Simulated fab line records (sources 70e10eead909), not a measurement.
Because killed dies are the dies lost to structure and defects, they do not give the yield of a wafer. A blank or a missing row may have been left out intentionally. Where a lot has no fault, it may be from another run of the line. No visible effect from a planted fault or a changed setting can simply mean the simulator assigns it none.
The tool behind it: which one? ; flow nandHarc ; 12 lots, 36 wafers sampled, at 5 steps of a route of 1302

WHAT EACH GAUGE READ, for each wafer
NHARC_P_M0_THK_MEAS_24: measures by xrf. Usual: 118.4 nm for thkNm, sd 1.6.
lot;measured;on;thkNm (nm);flag
L604;day 6 21:00;filmMetro-02;119.0 119.8 117.6;
L606;day 7 22:02;filmMetro-02;121.6 118.6 118.8;
L607;day 8 02:10;filmMetro-02;118.9 117.5 117.3;
L610;day 9 13:11;filmMetro-01;117.1 119.6 117.6;
L611;day 9 23:16;filmMetro-02;118.4 116.9 118.6;
L612;day 10 13:19;filmMetro-01;119.3 118.1 117.5;
L613;day 10 16:00;filmMetro-01;121.0 118.3 118.5;
L617;day 12 11:07;filmMetro-02;119.6 120.4 118.8;
L620;day 13 15:29;filmMetro-02;119.4 119.2 121.4;
L622;day 14 13:06;filmMetro-02;118.1 117.7 118.8;
L625;day 15 13:25;filmMetro-02;118.4 119.3 118.2;
L624;day 15 14:11;filmMetro-01;117.9 117.9 117.9;

NHARC_END_SORT_01. Usual: defectLimitedYield 92.7 %, standard deviation 2.6; killedAtArray 45, standard deviation 18; killedAtOther 0.9, standard deviation 1.3; killedAtPeriphery 3.7, standard deviation 2.2; killedDies 50, standard deviation 18; killedOpen 3.2, standard deviation 1.9; killedShort 2.4, standard deviation 1.6; sort_bin_2_pct 2.5 %, standard deviation 1.1; sort_bin_3_pct 0.6 %, standard deviation 0.36; sort_bin_4_pct 4.3 %, standard deviation 1.5; sortNPass 627, standard deviation 18; sortRimYieldPct 92 %, standard deviation 4.3; sortYieldPct 92.7 %, standard deviation 2.6.
lot;measured;on;defectLimitedYield (%);killedAtArray;killedAtOther;killedAtPeriphery;killedDies;killedOpen;killedShort;sort_bin_2_pct (%);sort_bin_3_pct (%);sort_bin_4_pct (%);sortNPass;sortRimYieldPct (%);sortYieldPct (%);flag
L612;day 28 18:28;prober-02;94.2 95.6 92.9;36 19 39;0 0 0;3 11 9;39 30 48;3 2 1;2 0 1;2.1 0.9 2.7;0.3 0.4 0;3.4 3.1 4.4;638 647 629;95 92 91;94.2 95.6 92.9;
L620;day 33 04:34;prober-01;95.7 95.6 94.2;25 23 32;1 1 3;3 6 4;29 30 39;2 3 4;1 3 4;1.2 1.0 1.9;0.3 0.6 0.3;2.8 2.8 3.5;648 647 638;98 92 98;95.7 95.6 94.2;
L622;day 32 19:04;prober-01;96.6 96.5 95.7;19 21 24;1 1 2;3 2 3;23 24 29;2 2 4;3 2 4;1.3 1.0 1.0;0.1 0.3 0.4;1.9 2.2 2.8;654 653 648;96 98 94;96.6 96.5 95.7;
L625;day 33 05:45;prober-02;88.6 92.2 88.3;72 49 75;0 1 0;5 3 4;77 53 79;3 2 3;2 1 4;4.3 2.7 4.1;0.7 0.9 0.9;6.4 4.3 6.6;600 624 598;92 89 89;88.6 92.2 88.3;

WHAT TOOL EACH LOT RAN ON (gives the tool, then ch and the chambers of the sampled wafers, and finally the start)
lot;NHARC_P_M0_DESCUM_14;NHARC_P_M0_PVD_21;NHARC_P_M1_SOFTBAKE_04
L604;rieDiel-02 ch 0,3, day 6 18:34;pvdSputter-01, day 6 21:00 or earlier;lithoTrack-01 ch 0, day 6 22:00
L606;rieDiel-13 ch 0,3, day 7 19:39;pvdSputter-01, day 7 22:02 or earlier;lithoTrack-04 ch 0, day 7 23:00
L607;rieDiel-02 ch 0,2,3, day 7 23:49;pvdSputter-01, day 8 02:10 or earlier;lithoTrack-06 ch 0, day 8 03:00
L610;rieDiel-09 ch 0,1, day 9 10:51;pvdSputter-01, day 9 13:11 or earlier;lithoTrack-01 ch 0, day 9 14:00
L611;rieDiel-02 ch 0,1,3, day 9 20:13;pvdSputter-01, day 9 23:16 or earlier;lithoTrack-06 ch 0, day 10 00:00
L612;rieDiel-13 ch 0,3, day 10 09:58;pvdSputter-02, day 10 13:19 or earlier;lithoTrack-06 ch 0, day 10 14:00
L613;rieDiel-02 ch 1,2,3, day 10 13:41;pvdSputter-02, day 10 16:00 or earlier;lithoTrack-01 ch 0, day 10 17:00
L617;rieDiel-02 ch 0,1,3, day 12 08:25;pvdSputter-03, day 12 11:07 or earlier;lithoTrack-06 ch 0, day 12 12:00
L620;rieDiel-02 ch 2,3, day 13 13:05;pvdSputter-03, day 13 15:29 or earlier;lithoTrack-06 ch 0, day 13 16:00
L622;rieDiel-02 ch 1,3, day 14 10:45;pvdSputter-02, day 14 13:06 or earlier;lithoTrack-01 ch 0, day 14 14:00
L625;rieDiel-09 ch 0,1,3, day 15 11:04;pvdSputter-01, day 15 13:25 or earlier;lithoTrack-04 ch 0, day 15 14:00
L624;rieDiel-02 ch 2,3, day 15 11:50;pvdSputter-01, day 15 14:11 or earlier;lithoTrack-01 ch 0, day 15 15:00
- NHARC_P_M0_DESCUM_14: chemistry O2, time 3 s.
- NHARC_P_M0_PVD_21: deposits Cu, target thk 30 nm, time 20.49 s.
- NHARC_P_M1_SOFTBAKE_04: time 55 s.

AS READ BY THE TOOLS THEMSELVES (means over the sampled wafers that have a number; for cases with no such wafer, the mark the record gives instead)
NHARC_P_M0_DESCUM_14. Usual: drypumpMotorCurrentA 6.2 A, standard deviation 0.41; mfcArSccm 0.007 sccm, standard deviation 0.0067; oesProductAu 0.996 a.u., standard deviation 0.0094; rfVppV 57.7 V, standard deviation 0.92; showerheadPlenumPTorr 1.92 Torr, standard deviation 0.088; throttleValvePct 11.311 %, standard deviation 0.0095.
lot;tool;drypumpMotorCurrentA (A);mfcArSccm (sccm);oesProductAu (a.u.);rfVppV (V);showerheadPlenumPTorr (Torr);throttleValvePct (%);flag
L604;rieDiel-02;6.3;0.009;0.995;58.0;1.96;11.309;
L606;rieDiel-13;6.0;0.002;1.011;57.6;1.93;11.304;
L607;rieDiel-02;6.4;0.010;0.995;57.8;1.92;11.311;
L610;rieDiel-09;5.8;0.017;1.000;57.8;2.02;11.316;
L611;rieDiel-02;6.4;0.006;0.995;58.0;1.91;11.312;
L612;rieDiel-13;6.0;0.002;0.998;57.6;1.92;11.314;
L613;rieDiel-02;6.5;0.007;0.993;57.7;1.87;11.307;
L617;rieDiel-02;6.5;0.006;0.997;57.8;1.91;11.307;
L620;rieDiel-02;6.5;0.011;0.993;58.6;1.87;11.330;
L622;rieDiel-02;6.6;0.005;0.998;57.0;1.83;11.324;
L625;rieDiel-09;5.7;0.018;1.000;57.2;1.95;11.303;
L624;rieDiel-02;6.6;0.010;0.993;57.1;1.84;11.309;

NHARC_P_M0_PVD_21. Usual: cathodeDcPowerW 5000.1 W, standard deviation 0.93; throttleValvePct 30.1 %, standard deviation 1.1.
lot;tool;cathodeDcPowerW (W);throttleValvePct (%);flag
L604;pvdSputter-01;5000.3;30.6;
L606;pvdSputter-01;5000.1;29.8;
L607;pvdSputter-01;5000.6;30.3;
L610;pvdSputter-01;4999.5;29.6;
L611;pvdSputter-01;5000.0;30.0;
L612;pvdSputter-02;4999.5;30.0;
L613;pvdSputter-02;5000.0;29.9;
L617;pvdSputter-03;5000.0;31.2;
L620;pvdSputter-03;4999.5;30.4;
L622;pvdSputter-02;5000.7;30.4;
L625;pvdSputter-01;5000.4;29.9;
L624;pvdSputter-01;5000.3;30.1;

NHARC_P_M1_SOFTBAKE_04. Usual: 188.45 W for heaterPowerTotalW, sd 0.13.
lot;tool;heaterPowerTotalW (W);flag
L604;lithoTrack-01;188.43;
L606;lithoTrack-04;188.50;
L607;lithoTrack-06;188.51;
L610;lithoTrack-01;188.35;
L611;lithoTrack-06;188.47;
L612;lithoTrack-06;188.47;
L613;lithoTrack-01;188.56;
L617;lithoTrack-06;180.99;OFF
L620;lithoTrack-06;180.99;OFF
L622;lithoTrack-01;188.38;
L625;lithoTrack-04;188.42;
L624;lithoTrack-01;188.54;

THE ANSWER, worked out from the rows above alone
Rule: lot off if the mean of its wafers having a number is beyond 3 standard deviations from the usual mean. Also off: a lot with no number at a reading for which 4 or more lots have one. All remaining lots with rows at the step are treated as sound. First the gauges in route order, then the tools' own readings, where a lot's mean is used as printed above. At the first step where some lot is off, the reading lying furthest off is the one used; lots without a number count as furthest.
Off at NHARC_P_M1_SOFTBAKE_04 (heaterPowerTotalW): L617, L620.
A tool fits if, at that step or a process step before it, it ran every lot that is off, and no sound lot after the first of them. With no start given for some of its lots, NHARC_P_M0_PVD_21 uses the hours and lot order of NHARC_P_M0_THK_MEAS_24. Undecided on this evidence; 2 tools fit (pvdSputter-03 at NHARC_P_M0_PVD_21, lithoTrack-06 at NHARC_P_M1_SOFTBAKE_04).

WHAT THE SIMULATOR PUT IN
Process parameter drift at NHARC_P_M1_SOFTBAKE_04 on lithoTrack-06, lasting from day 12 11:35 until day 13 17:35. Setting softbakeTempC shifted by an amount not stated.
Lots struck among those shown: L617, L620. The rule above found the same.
